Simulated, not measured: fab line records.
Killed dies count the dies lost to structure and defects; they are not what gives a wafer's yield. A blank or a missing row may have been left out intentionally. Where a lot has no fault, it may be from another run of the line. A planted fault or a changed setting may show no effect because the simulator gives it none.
fab line records ; flow n5Finfet
record: lots: 7; wafers: 21; lastDay: 17
route steps=1938 shown BEOL_M15@1778 PASSIVATION@1936
lots untouched by any fault: they come from a run of this same line in which no faults occurred
startH: hours from the record's opening day to when the first of the lot's shown wafers began ; waitH: hours since the lot's step before ; " identical to the entry in the row above ; L1.1+2: a row that stands for several wafers ; - no value, or no start given ; * or withheld: withheld ; < > ~ a bound
route shown NAME@n: names a module that has steps shown in the file, with the first one's number in the route ; usual: mean/standard deviation taken from wafers without a fault ; same: alike in all rows ; chamber/n: place in a boat ; sites: readings site by site ; _std_site: how widely they spread, as a standard deviation ; _edge_site: the outer-site mean with the inner-site mean subtracted ; radiusMm: how far each site lies from the wafer's centre ; mask NAME#n: copy n ; behind: the most recent tool/chamber to have shaped the wafer ; hold: cause of the lot's hold/its duration in hours/its outcome ; device: whichever transistor did not switch (one of n, p or np) ; end of line: tests of these same wafers at the route's end ; a step with no rows: only its recipe ; killed: at the first sort, the dies lost to defects and structure; wafer yield is something else ; map: shows each die of a wafer: x if killed, . if not, _ if none is there
set.NAME: the setting the step ran with; set.NAME@STEP: the setting that earlier step ran with ; model.NAME: the simulator's own value behind a step, which no gauge read
lots at selected steps of the route; one table per step, one row per wafer
services: the hour from which a tool's chamber was out of use, counted from the record's first day as startH (under 0 if before that day), plus the number of hours and why
== steps ==
step: N5_BEOL_M15_SOFTBAKE_05
recipe: tempC: 130; timeS: 60
step: N5_BEOL_M15_EXPOSE_07
recipe: maskId: V14; na: 0.8; sourceShape: annular; sigmaInner: 0.5; sigmaOuter: 0.8; polarization: unpolarized; attpsmPhaseDeg: 180; doseMj: 41.25
step: N5_BEOL_M15_PEB_08
recipe: pebTempC: 130; pebTimeS: 90
step: N5_BEOL_M15_DEVELOP_09
recipe: developTimeS: 45; rinseLiquid: diw; dry: airSpin; devTempC: 21
step: N5_BEOL_M15_HARDBAKE_14
recipe: tempC: 130; timeS: 120
step: N5_BEOL_M15_CD_MEAS_10
recipe: targetCdNm: 360; landingEnergyEv: 500; detector: seInlens; polarity: opening
usual: cdNm: 359.8/1
lot.wafer;tool;chamber;startH;waitH;cdNm
L897.1;cdSem-02;0;269.89;-;358.9
L897.2;cdSem-02;0;269.89;-;358.6
L897.3;cdSem-02;0;269.89;-;360.0
L903.1;cdSem-03;0;319.12;-;359.1
L903.2;cdSem-03;0;319.12;-;359.8
L903.4;cdSem-03;0;319.12;-;360.7
L904.1;cdSem-03;0;319.78;-;358.7
L904.3;cdSem-03;0;319.78;-;361.0
L904.6;cdSem-03;0;319.78;-;360.6
L906.1;cdSem-02;0;323.50;-;361.2
L906.5;cdSem-02;0;323.50;-;359.0
L906.6;cdSem-02;0;323.50;-;358.8
L908.1;cdSem-03;0;339.52;-;359.7
L908.2;cdSem-03;0;339.52;-;358.9
L908.3;cdSem-03;0;339.52;-;357.5
L913.2;cdSem-01;0;368.82;-;359.5
L913.4;cdSem-01;0;368.82;-;358.2
L913.5;cdSem-01;0;368.82;-;358.9
L916.4;cdSem-03;0;390.74;-;359.3
L916.5;cdSem-03;0;390.74;-;360.5
L916.6;cdSem-03;0;390.74;-;361.0
step: N5_BEOL_M15_OVL_MEAS_11
recipe: pointsPerWafer: 44
usual: V14_OVL: -3/5
same: pointsPerWafer: 44
lot.wafer;tool;chamber;startH;waitH;V14_OVL[nm]
L897.1;overlay-01;0;269.92;0.0;-12
L897.2;overlay-01;0;269.92;0.0;-8
L897.3;overlay-01;0;269.92;0.0;-13
L903.1;overlay-01;0;319.15;0.0;-10
L903.2;overlay-01;0;319.15;0.0;-3
L903.4;overlay-01;0;319.15;0.0;-8
L904.1;overlay-02;0;319.81;0.0;-3
L904.3;overlay-02;0;319.81;0.0;-8
L904.6;overlay-02;0;319.81;0.0;-6
L906.1;overlay-02;0;323.53;0.0;-2
L906.5;overlay-02;0;323.53;0.0;-1
L906.6;overlay-02;0;323.53;0.0;-9
L908.1;overlay-01;0;339.55;0.0;11
L908.2;overlay-01;0;339.55;0.0;7
L908.3;overlay-01;0;339.55;0.0;11
L913.2;overlay-01;0;368.84;0.0;-6
L913.4;overlay-01;0;368.84;0.0;-10
L913.5;overlay-01;0;368.84;0.0;2
L916.4;overlay-01;0;390.77;0.0;-3
L916.5;overlay-01;0;390.77;0.0;-1
L916.6;overlay-01;0;390.77;0.0;5
step: N5_BEOL_M15_INSPECT_12
recipe: mode: adi; inspectInstrument: macro
usual: rawDefectCount: 2.1/1.4
lot.wafer;tool;chamber;startH;waitH;rawDefectCount
L897.1;defectInspect-02;-;269.95;0.0;1
L897.2;defectInspect-02;-;269.95;0.0;0
L897.3;defectInspect-02;-;269.95;0.0;2
L903.1;defectInspect-01;-;319.18;0.0;1
L903.2;defectInspect-01;-;319.18;0.0;1
L903.4;defectInspect-01;-;319.18;0.0;2
L904.1;defectInspect-01;-;319.84;0.0;0
L904.3;defectInspect-01;-;319.84;0.0;3
L904.6;defectInspect-01;-;319.84;0.0;0
L906.1;defectInspect-02;-;323.55;0.0;2
L906.5;defectInspect-02;-;323.55;0.0;0
L906.6;defectInspect-02;-;323.55;0.0;2
L908.1;defectInspect-02;-;339.57;0.0;2
L908.2;defectInspect-02;-;339.57;0.0;2
L908.3;defectInspect-02;-;339.57;0.0;1
L913.2;defectInspect-01;-;368.87;0.0;2
L913.4;defectInspect-01;-;368.87;0.0;0
L913.5;defectInspect-01;-;368.87;0.0;4
L916.4;defectInspect-01;-;390.79;0.0;1
L916.5;defectInspect-01;-;390.79;0.0;4
L916.6;defectInspect-01;-;390.79;0.0;1
step: N5_BEOL_M15_DESCUM_15
recipe: chemistry: O2; timeS: 7.9; sourcePowerW: 50; biasPowerW: 20; pressureMtorr: 20; rfFrequencyHz: 2.712e+07; tempC: 40; o2FlowSccm: 225
usual: drypumpMotorCurrentA: 5.5/0.4; oesProductAu: 0.80/0.084; rfVppV: 243.0/1.2; showerheadPlenumPTorr: 2.08/0.051; throttleValvePct: 20.41/0.19
lot.wafer;tool;chamber;startH;waitH;drypumpMotorCurrentA;oesProductAu;rfHoursCounterH;rfVppV;showerheadPlenumPTorr;throttleValvePct
L897.1;rieDiel-06;1;269.98;0.0;5.7;0.90;27;245.3;2.22;20.26
L897.2;rieDiel-06;0;269.98;0.0;5.4;0.70;228;242.6;2.07;20.70
L897.3;rieDiel-06;2;269.98;0.0;5.8;0.76;131;244.3;2.10;20.55
L903.1;rieDiel-06;3;319.21;0.0;5.1;0.90;37;241.2;2.04;20.42
L903.2;rieDiel-06;0;319.21;0.0;5.4;0.70;244;242.8;2.06;20.72
L903.4;rieDiel-06;2;319.21;0.0;5.8;0.75;147;242.9;2.10;20.57
L904.1;rieDiel-06;0;319.87;0.0;5.4;0.70;244;242.5;2.06;20.71
L904.3;rieDiel-06;1;319.87;0.0;5.7;0.88;43;244.1;2.22;20.29
L904.6;rieDiel-06;2;319.87;0.0;5.8;0.75;-;242.8;2.10;20.57
L906.1;rieDiel-06;0;323.61;0.1;5.4;0.69;245;242.2;2.06;20.72
L906.5;rieDiel-06;1;323.61;0.1;5.7;0.87;-;246.5;2.22;20.28
L906.6;rieDiel-06;0;323.61;0.1;5.4;0.70;-;243.0;2.06;20.73
L908.1;rieDiel-03;1;339.61;0.0;5.1;0.77;126;241.7;2.10;20.28
L908.2;rieDiel-03;0;339.61;0.0;6.3;0.84;52;242.3;2.04;20.22
L908.3;rieDiel-03;2;339.61;0.0;5.8;0.68;230;244.1;2.14;20.22
L913.2;rieDiel-05;3;368.90;0.0;5.4;0.72;183;242.8;2.08;20.26
L913.4;rieDiel-05;3;368.90;0.0;5.4;0.71;-;242.4;2.08;20.27
L913.5;rieDiel-05;0;368.90;0.0;4.9;0.94;-;241.5;2.05;20.38
L916.4;rieDiel-06;2;390.82;0.0;5.8;0.72;169;243.1;2.09;20.58
L916.5;rieDiel-06;3;390.82;0.0;5.2;0.86;-;242.7;2.04;20.45
L916.6;rieDiel-06;0;390.82;0.0;5.4;0.95;-;240.5;2.06;20.38
step: N5_BEOL_M15_ETCH_59
recipe: chemistry: N2/H2; target: BARC; targetDepthA: 890; overetchA: 267; timeS: 67.9; ionEnergyEv: 200; pressureMtorr: 30; sourceW: 840; biasW: 150; n2FlowSccm: 200; h2FlowSccm: 200
usual: drypumpMotorCurrentA: 5.5/0.4; n2FlowSccm: 200.1/0.62; oesProductAu: 0.68/0.067; rfVppV: 523.5/2; showerheadPlenumPTorr: 2.53/0.062; throttleValvePct: 17.85/0.22
lot.wafer;tool;chamber;startH;waitH;drypumpMotorCurrentA;n2FlowSccm;oesProductAu;rfHoursCounterH;rfVppV;showerheadPlenumPTorr;throttleValvePct
L897.1;rieDiel-06;1;270.02;0.0;5.8;200.1;0.76;27;529.8;2.70;17.71
L897.2;rieDiel-06;0;270.02;0.0;5.4;200.4;0.60;228;522.1;2.51;18.17
L897.3;rieDiel-06;2;270.02;0.0;5.8;201.4;0.64;131;522.5;2.55;17.98
L903.1;rieDiel-06;3;319.25;0.0;5.2;200.6;0.77;37;523.5;2.47;17.74
L903.2;rieDiel-06;0;319.25;0.0;5.4;202.3;0.59;244;520.6;2.50;18.19
L903.4;rieDiel-06;2;319.25;0.0;5.9;200.2;0.63;147;525.0;2.55;17.99
L904.1;rieDiel-06;0;319.91;0.0;5.4;199.7;0.60;244;522.2;2.50;18.18
L904.3;rieDiel-06;1;319.91;0.0;5.7;199.8;0.74;43;528.2;2.69;17.74
L904.6;rieDiel-06;2;319.91;0.0;5.8;199.6;0.63;-;524.8;2.55;18.02
L906.1;rieDiel-06;0;323.65;0.0;5.4;199.4;0.59;245;523.1;2.50;18.20
L906.5;rieDiel-06;1;323.65;0.0;5.7;200.2;0.73;-;527.4;2.69;17.74
L906.6;rieDiel-06;0;323.65;0.0;5.4;199.6;0.59;-;522.7;2.50;18.18
L908.1;rieDiel-03;1;339.64;0.0;5.1;200.0;0.66;126;523.1;2.55;17.73
L908.2;rieDiel-03;0;339.64;0.0;6.3;201.0;0.72;52;522.3;2.48;17.60
L908.3;rieDiel-03;2;339.64;0.0;5.8;200.1;0.58;230;525.6;2.60;17.68
L913.2;rieDiel-05;3;368.94;0.0;5.4;200.4;0.62;183;523.5;2.52;17.68
L913.4;rieDiel-05;3;368.94;0.0;5.4;200.7;0.62;-;522.6;2.52;17.69
L913.5;rieDiel-05;0;368.94;0.0;4.9;199.7;0.80;-;522.6;2.50;17.78
L916.4;rieDiel-06;2;390.86;0.0;5.9;199.7;0.62;169;524.1;2.54;18.02
L916.5;rieDiel-06;3;390.86;0.0;5.2;199.1;0.73;-;523.4;2.46;17.78
L916.6;rieDiel-06;0;390.86;0.0;5.4;199.9;0.79;-;522.2;2.50;17.79
step: N5_BEOL_M15_VIA_ETCH_16
recipe: chemistry: C4F8/O2/Ar; target: SiO2; heInnerTorr: 15; heOuterTorr: 30; targetDepthA: 17922; timeS: withheld; ionEnergyEv: 800; pressureMtorr: 20; sourceW: 1905; biasW: 2040; Ar_flow_sccm: 400; C4F8_flow_sccm: 16; O2_flow_sccm: 12; ends: cleared
usual: drypumpMotorCurrentA: 5.5/0.4; oesProductAu: 0.72/0.076; rfVppV: 2219/19; showerheadPlenumPTorr: 3.43/0.08; throttleValvePct: 30.90/0.21
lot.wafer;tool;chamber;startH;waitH;drypumpMotorCurrentA;oesProductAu;rfVppV;showerheadPlenumPTorr;throttleValvePct
L897.1;rieDiel-06;1;270.07;0.0;5.8;0.81;2237;3.65;30.87
L897.2;rieDiel-06;0;270.07;0.0;5.4;0.64;2200;3.41;31.13
L897.3;rieDiel-06;2;270.07;0.0;5.8;0.68;2221;3.45;30.98
L903.1;rieDiel-06;3;319.30;0.0;5.1;0.82;2209;3.36;30.89
L903.2;rieDiel-06;0;319.30;0.0;5.4;0.63;2201;3.40;31.18
L903.4;rieDiel-06;2;319.30;0.0;5.9;0.69;2218;3.44;30.99
L904.1;rieDiel-06;0;319.96;0.0;5.4;0.63;2201;3.40;31.17
L904.3;rieDiel-06;1;319.96;0.0;5.7;0.80;2235;3.64;30.88
L904.6;rieDiel-06;2;319.96;0.0;5.8;0.68;2218;3.44;30.99
L906.1;rieDiel-06;0;323.70;0.0;5.4;0.62;2201;3.40;31.16
L906.5;rieDiel-06;1;323.70;0.0;5.7;0.78;2235;3.64;30.88
L906.6;rieDiel-06;0;323.70;0.0;5.4;0.63;2201;3.40;31.18
L908.1;rieDiel-03;1;339.69;0.0;5.1;0.69;2232;3.46;30.78
L908.2;rieDiel-03;0;339.69;0.0;6.3;0.76;2204;3.36;30.69
L908.3;rieDiel-03;2;339.69;0.0;5.8;0.60;2232;3.53;30.60
L913.2;rieDiel-05;3;368.99;0.0;5.4;0.65;2265;3.43;30.72
L913.4;rieDiel-05;3;368.99;0.0;5.4;0.65;2264;3.43;30.74
L913.5;rieDiel-05;0;368.99;0.0;4.9;0.85;2199;3.39;30.97
L916.4;rieDiel-06;2;390.91;0.0;5.8;0.64;2216;3.43;30.99
L916.5;rieDiel-06;3;390.91;0.0;5.1;0.77;2205;3.34;30.91
L916.6;rieDiel-06;0;390.91;0.0;5.4;0.86;2200;3.39;30.96
step: N5_BEOL_M15_STRIP_63
recipe: chemistry: O2; powerW: 600; tempC: 60; pressureMtorr: 30; rfFrequencyHz: 6e+07; biasPowerW: 0; overashFraction: 0.3; o2FlowSccm: 225
usual: chamberPressureMTorr: 30.00/0.042; drypumpMotorCurrentA: 5.5/0.4; oesProductAu: 0.80/0.084; rfVppV: 3.5/0.65; showerheadPlenumPTorr: 2.09/0.051; throttleValvePct: 16.66/0.2
same: biasPowerW: 0
lot.wafer;tool;chamber;startH;waitH;chamberPressureMTorr;drypumpMotorCurrentA;oesProductAu;rfHoursCounterH;rfVppV;showerheadPlenumPTorr;throttleValvePct
L897.1;rieDiel-06;1;-;-;30.04;5.8;0.91;27;4.5;2.23;16.45
L897.2;rieDiel-06;0;-;-;30.00;5.4;0.71;229;2.2;2.07;16.94
L897.3;rieDiel-06;2;-;-;29.94;5.8;0.76;132;3.5;2.11;16.82
L903.1;rieDiel-06;3;-;-;29.98;5.1;0.90;37;3.2;2.05;16.64
L903.2;rieDiel-06;0;-;-;30.06;5.4;0.69;244;2.9;2.07;16.99
L903.4;rieDiel-06;2;-;-;29.97;5.8;0.75;148;2.9;2.10;16.85
L904.1;rieDiel-06;0;-;-;30.02;5.4;0.70;244;2.8;2.07;17.01
L904.3;rieDiel-06;1;-;-;30.04;5.7;0.88;43;3.3;2.22;16.50
L904.6;rieDiel-06;2;-;-;30.02;5.8;0.74;-;3.8;2.10;16.85
L906.1;rieDiel-06;0;-;-;30.02;5.4;0.69;246;2.4;2.07;16.99
L906.5;rieDiel-06;1;-;-;29.97;5.7;0.87;-;4.2;2.22;16.49
L906.6;rieDiel-06;0;-;-;30.02;5.4;0.69;-;3.2;2.07;17.00
L908.1;rieDiel-03;1;-;-;29.96;5.1;0.76;127;4.1;2.10;16.52
L908.2;rieDiel-03;0;-;-;29.97;6.2;0.84;52;3.6;2.05;16.43
L908.3;rieDiel-03;2;-;-;30.02;5.7;0.67;230;2.9;2.15;16.53
L913.2;rieDiel-05;3;-;-;30.05;5.4;0.71;183;5.2;2.08;16.53
L913.4;rieDiel-05;3;-;-;30.04;5.4;0.71;-;3.2;2.08;16.50
L913.5;rieDiel-05;0;-;-;30.06;4.9;0.94;-;5.0;2.06;16.57
L916.4;rieDiel-06;2;-;-;29.96;5.8;0.73;169;4.6;2.10;16.86
L916.5;rieDiel-06;3;-;-;30.06;5.2;0.85;-;4.7;2.04;16.69
L916.6;rieDiel-06;0;-;-;30.02;5.4;0.95;-;4.5;2.06;16.59
step: N5_BEOL_M15_STRIP_64
recipe: chemistry: O2; powerW: 600; tempC: 60; pressureMtorr: 30; rfFrequencyHz: 6e+07; biasPowerW: 0; overashFraction: 0.3; o2FlowSccm: 225
usual: biasPowerW: 0/0; chamberPressureMTorr: 29.997/0.027; drypumpMotorCurrentA: 5.5/0.4; oesProductAu: 0.80/0.084; rfVppV: 3.7/0.49; showerheadPlenumPTorr: 2.09/0.051; throttleValvePct: 16.66/0.2
lot.wafer;tool;chamber;startH;waitH;biasPowerW;chamberPressureMTorr;drypumpMotorCurrentA;oesProductAu;rfHoursCounterH;rfVppV;showerheadPlenumPTorr;throttleValvePct;model.BARC_of_BEOL_M15_COAT_58.thkNm
L897.1;rieDiel-06;1;270;-;0;29.958;5.7;0.90;27;3.8;2.23;16.46;0
L897.2;rieDiel-06;0;270;-;0;29.995;5.4;0.71;229;3.9;2.07;16.96;0
L897.3;rieDiel-06;2;270;-;0;30.029;5.8;0.77;132;2.7;2.11;16.79;0
L903.1;rieDiel-06;3;319;-;-;-;-;-;-;-;-;-;89
L903.2;rieDiel-06;0;319;-;-;-;-;-;-;-;-;-;89.2
L903.4;rieDiel-06;2;319;-;-;-;-;-;-;-;-;-;89
L904.1;rieDiel-06;0;320;-;-;-;-;-;-;-;-;-;88.8
L904.3;rieDiel-06;1;320;-;-;-;-;-;-;-;-;-;88.4
L904.6;rieDiel-06;2;320;-;-;-;-;-;-;-;-;-;88.8
L906.1;rieDiel-06;0;323;-;-;-;-;-;-;-;-;-;88.8
L906.5;rieDiel-06;1;324;-;-;-;-;-;-;-;-;-;88.6
L906.6;rieDiel-06;0;324;-;-;-;-;-;-;-;-;-;88.6
L908.1;rieDiel-03;1;339;-;0;29.960;5.1;0.77;127;3.2;2.10;16.56;0
L908.2;rieDiel-03;0;339;-;0;29.956;6.2;0.85;52;2.7;2.05;16.43;0
L908.3;rieDiel-03;2;339;-;0;29.974;5.7;0.66;230;4.8;2.15;16.53;0
L913.2;rieDiel-05;3;369;-;0;29.994;5.4;0.72;183;4.0;2.08;16.53;0
L913.4;rieDiel-05;3;369;-;0;29.997;5.4;0.72;-;3.6;2.08;16.53;0
L913.5;rieDiel-05;0;369;-;0;29.982;4.9;0.94;-;3.3;2.06;16.56;0
L916.4;rieDiel-06;2;391;-;0;29.991;5.8;0.72;169;3.5;2.10;16.87;0
L916.5;rieDiel-06;3;391;-;0;29.944;5.1;0.86;-;3.3;2.04;16.67;0
L916.6;rieDiel-06;0;391;-;0;30.003;5.4;0.94;-;3.2;2.06;16.56;0
step: N5_BEOL_M15_STRIP_65
recipe: chemistry: postEtchResidueRemover; timeS: 60; tempC: 25; removerPh: withheld; removerWaterWtPct: withheld; removerFluorideWtPct: withheld
step: N5_PASSIVATION_PROBE_49
usual: defectLimitedYield: 91.2/1.4; killed_at_M0_to_M3: 34/10; killed_at_M4_up: 13/5.1; killedAtContacts: 12/6.5; killedAtFrontEnd: 41/11; killedAtOther: 4/3.3; killedDies: 104/16; killedOnRim: 14/3.9; killedOpen: 69/13; killedShort: 33/7; sort_bin_5_function: 5.1/0.91; sort_bin_6_memory: 3.3/0.69; sortNPass: 1076/16; sortYieldPct: 91.2/1.4
same: grossDies: 1180; killedAtBackSide: 0; sort_bin_4_leakage[%]: 0; sort_bin_8_speed[%]: 0
lot.wafer;tool;chamber;startH;waitH;defectLimitedYield[%];killed_at_M0_to_M3;killed_at_M4_up;killedAtContacts;killedAtFrontEnd;killedAtOther;killedDies;killedOnRim;killedOpen;killedShort;sort_bin_5_function[%];sort_bin_6_memory[%];sortNPass;sortYieldPct[%]
L897.1;prober-01;-;288.23;0.0;88.9;51;14;11;50;5;131;18;79;52;7.0;3.7;1049;88.9
L897.2;prober-01;-;288.28;0.1;88.1;43;26;17;49;6;141;18;88;53;6.6;4.7;1039;88.1
L897.3;prober-01;-;288.33;0.1;90.3;25;14;27;46;3;115;13;81;34;5.3;4.1;1065;90.3
L908.1;prober-01;-;357.96;0.0;94.0;27;8;4;27;5;71;8;37;33;3.6;2.4;1109;94.0
L908.2;prober-01;-;358.01;0.1;91.4;41;12;9;33;6;101;13;62;36;5.0;3.1;1079;91.4
L908.3;prober-01;-;358.06;0.1;90.1;42;14;8;51;2;117;13;72;36;5.4;3.6;1063;90.1
L913.2;prober-02;-;388.26;0.1;90.4;38;13;17;41;4;113;10;78;35;6.4;2.7;1067;90.4
killed by level:class
L897.1 FIN_SAQP:geometricParticle:short=13 BEOL_M3:geometricParticle:open=10 FIN_SAQP:geometricParticle:open=9 DUMMY_GATE:geometricParticle:open=8 BEOL_M1:geometricParticle:open=8 GATE_CUT:geometricParticle:short=7 BEOL_M2:geometricParticle:open=7 MOL_CONTACT_COAG:geometricParticle:open=7
L897.2 BEOL_M4:geometricParticle:open=17 MOL_CONTACT_COAG:geometricParticle:open=14 BEOL_M3:geometricParticle:open=14 FIN_SAQP:geometricParticle:short=9 STI_FIN_REVEAL:geometricParticle:open=8 DUMMY_GATE:geometricParticle:open=8 BEOL_M0_SAQP:geometricParticle:short=6 BEOL_M3:geometricParticle:short=6
L897.3 MOL_CONTACT_COAG:geometricParticle:open=23 BEOL_M3:geometricParticle:open=10 FIN_SAQP:geometricParticle:open=8 STI_FIN_REVEAL:geometricParticle:open=8 FIN_SAQP:geometricParticle:short=5 GATE_CUT:geometricParticle:open=4 MOL_CONTACT_COAG:geometricParticle:short=4 BEOL_M1:geometricParticle:open=4
L908.1 BEOL_M2:geometricParticle:open=8 BEOL_M3:geometricParticle:open=8 FIN_SAQP:geometricParticle:short=5 STARTING-WAFER:geometricParticle:short=5 BEOL_M4:geometricParticle:open=4 FIN_SAQP:geometricParticle:open=3 STI_FIN_REVEAL:geometricParticle:open=3 GATE_CUT:geometricParticle:short=3
L908.2 BEOL_M0_SAQP:geometricParticle:short=15 BEOL_M0_SAQP:geometricParticle:open=12 FIN_SAQP:geometricParticle:open=9 MOL_CONTACT_COAG:geometricParticle:open=8 BEOL_M1:geometricParticle:open=5 BEOL_M3:geometricParticle:open=5 STI_FIN_REVEAL:geometricParticle:open=4 DUMMY_GATE:geometricParticle:open=4
L908.3 BEOL_M0_SAQP:geometricParticle:open=11 BEOL_M1:geometricParticle:open=10 DUMMY_GATE:geometricParticle:open=8 FIN_SAQP:geometricParticle:open=7 MOL_CONTACT_COAG:geometricParticle:open=7 HKMG_FIN:areaEtch=7 BEOL_M3:geometricParticle:open=6 STI_FIN_REVEAL:geometricParticle:open=5
L913.2 MOL_CONTACT_COAG:geometricParticle:open=12 BEOL_M0_SAQP:geometricParticle:open=11 BEOL_M0_SAQP:geometricParticle:short=10 STI_FIN_REVEAL:geometricParticle:open=9 FIN_SAQP:geometricParticle:open=8 GATE_CUT:geometricParticle:short=8 BEOL_M4:geometricParticle:open=6 DUMMY_GATE:geometricParticle:open=5
== services ==
tool;chamber;startH;hours;kind
rieDiel-03;0;268.47;1.5;repair
rieDiel-05;0;280.12;21.8;repair
rieDiel-05;0;314.89;-;clean
rieDiel-05;0;314.89;-;consumableReplace:focusRing
rieDiel-06;2;329.05;5.4;repair
rieDiel-06;0;337.33;-;clean
rieDiel-06;0;337.33;-;consumableReplace:focusRing
rieDiel-06;0;337.33;17.5;scheduledDown
rieDiel-06;0;337.33;17.5;ventCycle
rieDiel-05;2;354.62;15.6;repair
rieDiel-03;2;386.88;6.2;repair
rieDiel-05;3;389.90;4.8;repair
== key ==
firstSign: step: N5_BEOL_M15_STRIP_64; reading: toolRecord; direction: missing
effect none on later readings
modelEffect: step: N5_BEOL_M15_STRIP_64; value: BARC_of_BEOL_M15_COAT_58.thkNm; without: 0; struck: 88.8
metAt N5_BEOL_M15_STRIP_64
struckWafers L903.1,L903.2,L903.4,L904.1,L904.3,L904.6,L906.1,L906.5,L906.6
onsetBetween 270 319
fault: kind: skippedStepWhole; tool: rieDiel-06; chamber: -; onsetH: 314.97; steps: N5_BEOL_M15_STRIP_64; scope: struckLotsOnly
